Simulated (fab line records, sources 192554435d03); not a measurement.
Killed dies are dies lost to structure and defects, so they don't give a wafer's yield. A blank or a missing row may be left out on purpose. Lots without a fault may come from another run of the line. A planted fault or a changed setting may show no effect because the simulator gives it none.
Chamber matching | flow n5_finfet | N5_DUMMY_GATE_ETCH_23 on rie_si-01: 4 sister chambers
The step etches poly-Si in HBr/Cl2/O2, target depth 41 nm, time 22.3 s. 4 wafers are shown with their chamber, then 9 later ones without.

WAFERS WITH THEIR CHAMBER
wafer  | chamber | drypump_motor_current_A (A)
L086.4 | 3       | 6.7
L089.2 | 0       | 5.8
L089.4 | 1       | 5.4
L089.5 | 2       | 6.2

WAFERS WITHOUT THEIR CHAMBER
wafer  | drypump_motor_current_A (A)
L091.3 | 5.7
L091.4 | 6.2
L091.6 | 5.4
L093.1 | 6.2
L093.2 | 5.4
L093.4 | 6.7
L094.1 | 6.2
L094.2 | 5.8
L094.3 | 6.6

WHICH CHAMBER EACH WENT THROUGH
wafer  | from the rows above | in truth
L091.3 | 0                   | 0
L091.4 | 2                   | 2
L091.6 | 1                   | 1
L093.1 | 2                   | 2
L093.2 | 1                   | 1
L093.4 | 3                   | 3
L094.1 | 2                   | 2
L094.2 | 0                   | 0
L094.3 | 3                   | 3
Placed correctly: 9 of 9. Can't be placed from these rows: 0. Placed wrongly: 0.
How it was worked out, from the rows above alone: a wafer's distance from a chamber is the root of the sum, over the readings, of the square of ((its reading less the chamber's mean) divided by the reading's scatter). The wafer belongs to the nearest chamber; if the next one is less than 2 further off, it can't be placed. A chamber's mean is the mean of its shown wafers. The scatter: with one shown wafer a chamber, the root of the mean of the squares of how far each hidden wafer lies from its nearest shown one.
